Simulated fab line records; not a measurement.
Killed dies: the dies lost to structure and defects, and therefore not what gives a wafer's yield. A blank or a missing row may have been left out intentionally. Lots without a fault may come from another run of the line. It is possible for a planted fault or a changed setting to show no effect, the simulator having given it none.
fab line records | flow nand_harc
[record] lots = 6 wafers = 18 last_day = 31
route steps=1302 shown A_CHANNEL_HOLE_D2@598 A_CHANNEL_FILL_D2@610 END@1302
lots that met no fault: taken from a fault-free run of the same line
start_h: hours from the record's opening day to when the first of the lot's shown wafers began | wait_h: how many hours have passed since the lot's step before this one | " the same as in the row above | L1.1+2: a single row standing in for several wafers | - value missing, or start not given | * or withheld: withheld | < > ~ a bound
route shown NAME@n: a module of which the file shows steps, and the number in the route of the first | usual: mean and standard deviation over wafers with no fault | same: alike in all rows | chamber/n: place in a boat | sites: readings site by site | _std_site: their standard deviation | _edge_site: mean of outer sites minus mean of inner sites | radius_mm: for every site, how far away it sits from the centre of the wafer | mask NAME#n: copy n | behind: the last tool/chamber to shape the wafer | hold: what put the lot on hold/how long, in hours/how the hold closed | device: which transistor (n, p or np) failed to switch | end of line: tests of these same wafers at the route's end | where a step has no rows: the recipe by itself | killed: the dies lost at the first sort to structure and to defects; this is not the yield of the wafer | map: per-die view of a wafer (x killed, . not killed, _ where there is no die)
set.NAME: setting as actually run; set.NAME@STEP: the setting as run at that earlier step | model.NAME: the simulator's own value behind a step, which no gauge read
lots at some steps of the route; a table a step, a row a wafer
services: when a tool's chamber went out of use (start_h, in hours from the record's first day, below 0 if earlier), for how many hours, and the reason
[[steps]]
[step NHARC_A_CHANNEL_HOLE_D2_ETCH_26]
[recipe] bias_v = 300 source_w = 2000 pressure_mtorr = 30 time_s = 224.1 ar_flow_sccm = 375 c4f8_flow_sccm = 11.4 o2_flow_sccm = 113.6 temp_c = -20 target_depth_a = 3000 chemistry = C4F8/O2/Ar
[usual] c4f8_flow_sccm = 11.40/0.032 chamber_pressure_mTorr = 29.996/0.027 drypump_motor_current_A = 5.74/0.15 showerhead_plenum_p_Torr = 3.69/0.16 throttle_valve_pct = 24.583/0.0086
// columns lot.wafer tool chamber start_h wait_h c4f8_flow_sccm chamber_pressure_mTorr drypump_motor_current_A rf_hours_counter_h showerhead_plenum_p_Torr throttle_valve_pct
L920.2 har_etch-01 0 321.10 0.7 11.41 29.995 5.60 168 3.55 24.585
L920.1 " 1 " " 11.40 30.023 5.60 168 3.67 24.583
L920.3 " 1 " " 11.41 30.014 5.59 - 3.67 24.583
L925.3 har_etch-01 1 385.72 0.4 11.40 29.992 5.61 - 3.65 24.590
L925.5 " 0 " " 11.37 30.013 5.59 - 3.53 24.596
L925.6 " 1 " " 11.40 30.030 5.61 - 3.65 24.570
L926.4 har_etch-02 1 401.78 0.5 11.41 29.975 5.99 - 3.74 24.573
L926.5 " 1 " " 11.35 29.995 5.97 - 3.74 24.585
L926.6 " 0 " " 11.34 29.991 5.80 - 3.99 24.607
L929.4 har_etch-02 0 413.15 0.5 11.41 29.990 5.77 - 3.98 24.581
L929.3 " 1 " " 11.42 30.036 5.95 - 3.74 24.595
L929.6 " 1 " " 11.42 29.990 5.98 - 3.74 24.581
L931.2 har_etch-01 0 449.42 0.6 11.37 30.026 5.59 248 3.51 24.570
L931.4 " 1 " " 11.41 29.978 5.57 - 3.62 24.595
L931.3 " 0 " " 11.35 29.987 5.59 - 3.51 24.604
L935.2 har_etch-01 0 486.06 0.6 11.43 29.957 5.58 264 3.50 24.574
L935.6 " 1 " " 11.36 30.029 5.61 - 3.62 24.591
L935.5 " 0 " " 11.38 30.012 5.57 - 3.50 24.588
[step NHARC_A_CHANNEL_HOLE_D2_ETCH_27]
[recipe] bias_v = 400 source_w = 2000 pressure_mtorr = 25 time_s = 90 ar_flow_sccm = 375 c4f8_flow_sccm = 41.7 o2_flow_sccm = 83.3 temp_c = -20 target_depth_a = 4000 chemistry = C4F8/O2/Ar
[usual] c4f8_flow_sccm = 41.72/0.11 chamber_pressure_mTorr = 25.000/0.025 drypump_motor_current_A = 5.74/0.15 showerhead_plenum_p_Torr = 3.68/0.16 throttle_valve_pct = 27.619/0.0096
// columns lot.wafer tool chamber start_h wait_h c4f8_flow_sccm chamber_pressure_mTorr drypump_motor_current_A rf_hours_counter_h showerhead_plenum_p_Torr throttle_valve_pct
L920.2 har_etch-01 0 321.30 0.2 41.69 25.045 5.59 168 3.55 27.632
L920.1 " 1 " " 41.72 24.992 5.61 168 3.66 27.618
L920.3 " 1 " " 41.73 25.035 5.61 - 3.66 27.614
L925.3 har_etch-01 1 385.92 0.2 41.71 25.014 5.60 - 3.65 27.614
L925.5 " 0 " " 41.84 25.021 5.60 - 3.53 27.620
L925.6 " 1 " " 41.71 24.973 5.61 - 3.65 27.615
L926.4 har_etch-02 1 401.98 0.2 41.61 24.994 5.92 - 3.74 27.612
L926.5 " 1 " " 41.50 24.987 5.94 - 3.74 27.620
L926.6 " 0 " " 41.66 25.003 5.73 - 3.98 27.631
L929.4 har_etch-02 0 413.35 0.2 41.45 25.002 5.76 - 3.97 27.616
L929.3 " 1 " " 41.74 25.011 5.96 - 3.73 27.618
L929.6 " 1 " " 41.83 25.036 5.97 - 3.73 27.623
L931.2 har_etch-01 0 449.62 0.2 41.83 24.993 5.59 248 3.51 27.640
L931.4 " 1 " " 41.70 25.018 5.59 - 3.62 27.610
L931.3 " 0 " " 41.62 25.019 5.59 - 3.51 27.622
L935.2 har_etch-01 0 486.26 0.2 41.81 25.005 5.60 264 3.50 27.634
L935.6 " 1 " " 41.76 25.011 5.61 - 3.61 27.641
L935.5 " 0 " " 41.65 24.989 5.58 - 3.50 27.616
[step NHARC_A_CHANNEL_HOLE_D2_STRIP_41]
[recipe] n2_flow_sccm = 150 h2_flow_sccm = 150 ar_flow_sccm = 0 bias_w = 0 chemistry = N2/H2
[step NHARC_A_CHANNEL_HOLE_D2_STRIP_42]
[recipe] cf4_flow_sccm = 100 chf3_flow_sccm = 30 ar_flow_sccm = 0 bias_w = 0 chemistry = CF4/CHF3
[step NHARC_A_CHANNEL_HOLE_D2_STRIP_43]
[recipe] o2_flow_sccm = 400 cos_flow_sccm = 20 ar_flow_sccm = 0 bias_w = 0 chemistry = O2/COS
[step NHARC_A_CHANNEL_HOLE_D2_ETCH_44]
[recipe] target_depth_a = 1400 overetch_a = 140 time_s = 77 ion_energy_ev = 100 cf4_flow_sccm = 80 o2_flow_sccm = 20 ar_flow_sccm = 0 rf_w = 300 bias_w = 100 chemistry = CF4/O2
[usual] chamber_pressure_mTorr = 29.998/0.029 drypump_motor_current_A = 5.6/0.41 oes_product_au = 1.002/0.01 rf_vpp_V = 197.9/1.5 showerhead_plenum_p_Torr = 1.34/0.063 throttle_valve_pct = 13.397/0.0093
// columns lot.wafer tool chamber start_h wait_h chamber_pressure_mTorr drypump_motor_current_A oes_product_au rf_hours_counter_h rf_vpp_V showerhead_plenum_p_Torr throttle_valve_pct
L920.3 rie_diel-06 0 322.06 0.1 29.968 5.5 1.011 0.1 197.9 1.36 13.399
L920.1 " 1 " " 29.977 5.1 1.005 0.1 197.8 1.34 13.392
L920.2 " 2 " " 29.974 5.5 1.002 0.1 196.6 1.25 13.396
L925.3 rie_diel-08 3 386.59 0.1 30.004 5.5 0.987 0.8 199.6 1.43 13.412
L925.6 " 1 " " 29.976 5.0 0.987 - 195.5 1.29 13.399
L925.5 " 2 " " 29.995 5.1 1.001 - 196.4 1.34 13.402
L926.4 rie_diel-08 3 402.68 0.1 29.991 5.5 0.990 1.6 200.2 1.43 13.383
L926.5 " 1 " " 30.015 5.1 0.987 - 197.0 1.29 13.390
L926.6 " 2 " " 29.978 5.0 1.003 - 197.7 1.34 13.405
L929.3 rie_diel-08 2 414.03 0.1 30.020 5.1 0.997 1.8 198.4 1.34 13.402
L929.4 " 3 " " 29.975 5.5 0.999 2.0 200.3 1.43 13.382
L929.6 " 3 " " 29.995 5.5 0.998 - 200.4 1.43 13.400
L931.2 rie_diel-06 2 450.66 0.4 29.989 5.5 0.998 7.1 196.1 1.25 13.395
L931.3 " 3 " " 29.993 5.7 1.021 8.2 199.1 1.40 13.403
L931.4 " 0 " " 29.948 5.5 1.012 7.5 196.8 1.36 13.388
L935.2 rie_diel-08 0 487.00 0.1 29.958 5.7 1.020 5.0 196.8 1.28 13.398
L935.6 " 1 " " 30.054 5.0 0.980 - 196.7 1.29 13.418
L935.5 " 2 " " 30.039 5.0 1.001 - 198.3 1.34 13.412
[step NHARC_A_CHANNEL_HOLE_D2_STRIP_28]
[recipe] o2_flow_sccm = 500 ar_flow_sccm = 0 bias_w = 0 chemistry = O2
[usual] chamber_pressure_mTorr = 60.00/0.053 drypump_motor_current_A = 5.6/0.4 oes_product_au = 1.004/0.011 rf_vpp_V = 57.9/0.95 showerhead_plenum_p_Torr = 3.55/0.16 throttle_valve_pct = 17.037/0.0097
// columns lot.wafer tool chamber start_h wait_h chamber_pressure_mTorr drypump_motor_current_A oes_product_au rf_hours_counter_h rf_vpp_V showerhead_plenum_p_Torr throttle_valve_pct
L920.1 rie_diel-06 2 - - 59.97 5.5 1.002 0.2 58.3 3.31 17.051
L920.2 " 3 " " 59.96 5.7 1.028 0.2 58.0 3.71 17.047
L920.3 " 1 " " 59.97 5.1 1.008 0.1 57.8 3.55 17.047
L925.3 rie_diel-08 1 - - 60.06 5.1 1.003 0.5 56.9 3.41 17.037
L925.6 " 2 " " 59.98 5.1 0.985 - 57.5 3.55 17.049
L925.5 " 3 " " 60.01 5.5 1.006 - 58.0 3.77 17.017
L926.4 rie_diel-08 3 - - 60.07 5.5 0.991 1.7 57.6 3.77 17.043
L926.6 " 0 " " 59.98 5.7 1.009 - 58.9 3.38 17.038
L926.5 " 1 " " 59.97 5.1 0.981 - 57.0 3.41 17.022
L929.3 rie_diel-08 2 - - 59.97 5.1 0.998 1.8 58.6 3.55 17.046
L929.4 " 1 " " 60.03 5.1 0.977 1.7 56.3 3.41 17.037
L929.6 " 3 " " 60.02 5.5 0.999 - 58.8 3.77 17.027
L931.3 rie_diel-06 1 - - 60.01 5.1 1.006 6.5 56.1 3.54 17.034
L931.2 " 2 " " 59.95 5.5 1.000 7.2 58.0 3.31 17.030
L931.4 " 3 " " 59.97 5.7 1.027 8.2 57.3 3.70 17.038
L935.2 rie_diel-08 0 - - 59.91 5.7 1.018 5.1 56.7 3.38 17.037
L935.6 " 1 " " 60.00 5.1 0.985 - 56.1 3.40 17.033
L935.5 " 2 " " 60.02 5.1 1.005 - 57.1 3.55 17.028
[step NHARC_A_CHANNEL_HOLE_D2_PRECLEAN_29]
[recipe] time_s = * temp_c = 50 bath_age_min = 0 chemistry = SC1
[step NHARC_A_CHANNEL_HOLE_D2_SRD_30]
[step NHARC_A_CHANNEL_HOLE_D2_CD_MEAS_31]
[usual] cd_nm = 89.9/1.1
// columns lot.wafer tool chamber start_h wait_h cd_nm
L920.1 cd_sem-03 - 322.85 - 88.8
L920.2 " - " " 88.9
L920.3 " - " " 91.4
L925.3 cd_sem-02 - 387.37 - 87.1
L925.5 " - " " 88.6
L925.6 " - " " 89.5
L926.4 cd_sem-01 - 403.48 - 90.3
L926.5 " - " " 89.9
L926.6 " - " " 90.2
L929.3 cd_sem-01 - 414.83 - 90.4
L929.4 " - " " 89.1
L929.6 " - " " 89.9
L931.2 cd_sem-02 - 451.45 - 88.8
L931.3 " - " " 89.2
L931.4 " - " " 91.8
L935.2 cd_sem-01 - 487.77 - 90.3
L935.5 " - " " 91.6
L935.6 " - " " 89.0
[step NHARC_A_CHANNEL_HOLE_D2_XSEM_32]
[recipe] landing_energy_ev = 35000
[usual] bot_cd_nm = 74.5/1.1 bow_nm = 8.7/0.44 tilt_deg = 0.08/0.041
// columns lot.wafer tool chamber start_h wait_h bot_cd_nm bow_nm tilt_deg
L920.1 xsem-01 0 322.94 0.1 74.0 8.2 0.14
L920.2 " 0 " " 74.2 8.1 0.14
L920.3 " 0 " " 76.3 8.2 0.14
L925.3 xsem-02 0 387.47 0.1 72.7 9.5 0.08
L925.5 " 0 " " 74.0 9.4 0.08
L925.6 " 0 " " 74.8 9.3 0.08
L926.4 xsem-02 0 403.57 0.1 74.9 8.9 0.13
L926.5 " 0 " " 74.7 9.0 0.13
L926.6 " 0 " " 74.6 9.0 0.13
L929.3 xsem-01 0 414.92 0.1 74.2 8.6 0.09
L929.4 " 0 " " 73.3 8.6 0.09
L929.6 " 0 " " 73.8 8.6 0.09
L931.2 xsem-02 0 451.55 0.1 73.4 10.1 0.19
L931.3 " 0 " " 73.9 10.0 0.19
L931.4 " 0 " " 76.5 10.1 0.19
L935.2 xsem-01 0 487.86 0.1 74.4 8.4 0.11
L935.5 " 0 " " 76.7 8.5 0.11
L935.6 " 0 " " 73.9 8.4 0.11
[step NHARC_A_CHANNEL_HOLE_D2_INSPECT_40]
[usual] raw_defect_count = 281/100
// columns lot.wafer tool chamber start_h wait_h raw_defect_count
L920.1 defect_inspect-02 - 323.03 - 293
L920.2 " - " " 283
L920.3 " - " " 471
L925.3 defect_inspect-02 - 387.56 - 328
L925.5 " - " " 361
L925.6 " - " " 342
L926.4 defect_inspect-02 - 403.66 - 182
L926.5 " - " " 226
L926.6 " - " " 205
L929.3 defect_inspect-02 - 415.01 - 262
L929.4 " - " " 207
L929.6 " - " " 340
L931.2 defect_inspect-01 - 451.64 - 303
L931.3 " - " " 215
L931.4 " - " " 277
L935.2 defect_inspect-01 - 487.95 - 206
L935.5 " - " " 433
L935.6 " - " " 284
[step NHARC_A_CHANNEL_FILL_D2_PRECLEAN_00]
[recipe] time_s = * temp_c = 50 bath_age_min = 0 chemistry = SC1
[usual] bath_age_min = 0/0 bath_guard_temp_C = 50.0/0.44
// columns lot.wafer tool chamber start_h wait_h bath_age_min bath_guard_temp_C
L920.3 wet_bench-05 4 323.09 0.0 0 49.6
L920.1 " 6 " " 0 50.0
L920.2 " 7 " " 0 49.0
L925.6 wet_bench-07 4 387.61 0.1 - -
L925.3 " 7 " " - -
L925.5 " 0 " " - -
L926.4 wet_bench-07 5 403.71 0.1 - -
L926.5 " 0 " " - -
L926.6 " 1 " " - -
L929.3 wet_bench-07 5 415.07 0.1 0 49.5
L929.4 " 6 " " 0 49.9
L929.6 " 7 " " 0 51.1
L931.4 wet_bench-07 3 451.70 0.1 0 49.5
L931.3 " 4 " " 0 49.6
L931.2 " 7 " " 0 50.6
L935.6 wet_bench-02 7 488.01 0.1 0 50.4
L935.5 " 0 " " 0 50.4
L935.2 " 3 " " 0 49.8
[step NHARC_A_CHANNEL_FILL_D2_SRD_01]
[step NHARC_END_SORT_01]
[recipe] temp_c = 25
[usual] killed_at_array = 57/18 killed_at_other = 0.8/1 killed_at_periphery = 3.9/2.8 killed_dies = 62/18 killed_open = 3.4/1.8 killed_short = 2.2/1.6
[same] gross_dies = 677
// columns lot.wafer tool chamber start_h wait_h killed_at_array killed_at_other killed_at_periphery killed_dies killed_open killed_short
L925.3 prober-02 0 655.42 3.1 76 0 7 83 3 1
// killed by level:class
L925.3 A_CHANNEL_HOLE_D1:chamber_film_flake=43 A_CHANNEL_HOLE_D2:chamber_film_flake=24 P_M2:chamber_film_flake=4 P_CONTACT:chamber_film_flake=3 A_DECK1_JOINT:geometric_particle:short=1 A_ONON_D2:geometric_particle:open=1 A_CHANNEL_HOLE_D2:geometric_particle:open=1 A_BLC:geometric_particle:open=1
[[services]]
// columns tool chamber start_h hours kind
rie_diel-08 0 297.80 - clean
rie_diel-08 1 297.80 - clean
rie_diel-08 2 297.80 - clean
rie_diel-08 3 297.80 - clean
rie_diel-06 - 307.27 9.0 pm
rie_diel-08 0 322.30 - clean
rie_diel-08 1 322.30 - clean
rie_diel-08 2 322.30 - clean
rie_diel-08 3 322.30 - clean
wet_bench-07 - 336.00 8.0 pm
rie_diel-08 0 342.49 1.4 repair
rie_diel-06 2 342.62 1.2 repair
rie_diel-08 0 346.80 - clean
rie_diel-06 3 347.65 2.1 repair
rie_diel-08 - 367.80 9.0 pm
rie_diel-06 - 373.74 0.8 repair
xsem-01 - 374.00 14.0 pm
har_etch-02 - 377.00 17.0 pm
rie_diel-08 - 405.18 0.2 repair
wet_bench-02 - 420.00 8.0 pm
wet_bench-05 - 436.80 8.0 pm
har_etch-02 - 441.44 0.3 repair
wet_bench-05 - 449.66 4.8 repair
rie_diel-06 - 484.27 9.0 pm
[[key]]
[first_sign] step = NHARC_A_CHANNEL_FILL_D2_PRECLEAN_00 reading = tool_record direction = missing
effect none on later readings
met_at NHARC_A_CHANNEL_FILL_D2_PRECLEAN_00
struck_wafers L925.3,L925.5,L925.6,L926.4,L926.5,L926.6
tester_left_out L925,L926
[fault] kind = skipped_step_whole tool = wet_bench-07 chamber = - onset_h = 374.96 steps = NHARC_A_CHANNEL_FILL_D2_PRECLEAN_00 scope = struck_lots_only
// tester_left_out: of these lots the tester's yield and bins aren't shown, on N5 and GAA mostly nor the transistor test; their killed dies are dies lost to structure and defects alone, not to doping, threshold or leakage, so they don't give the yield
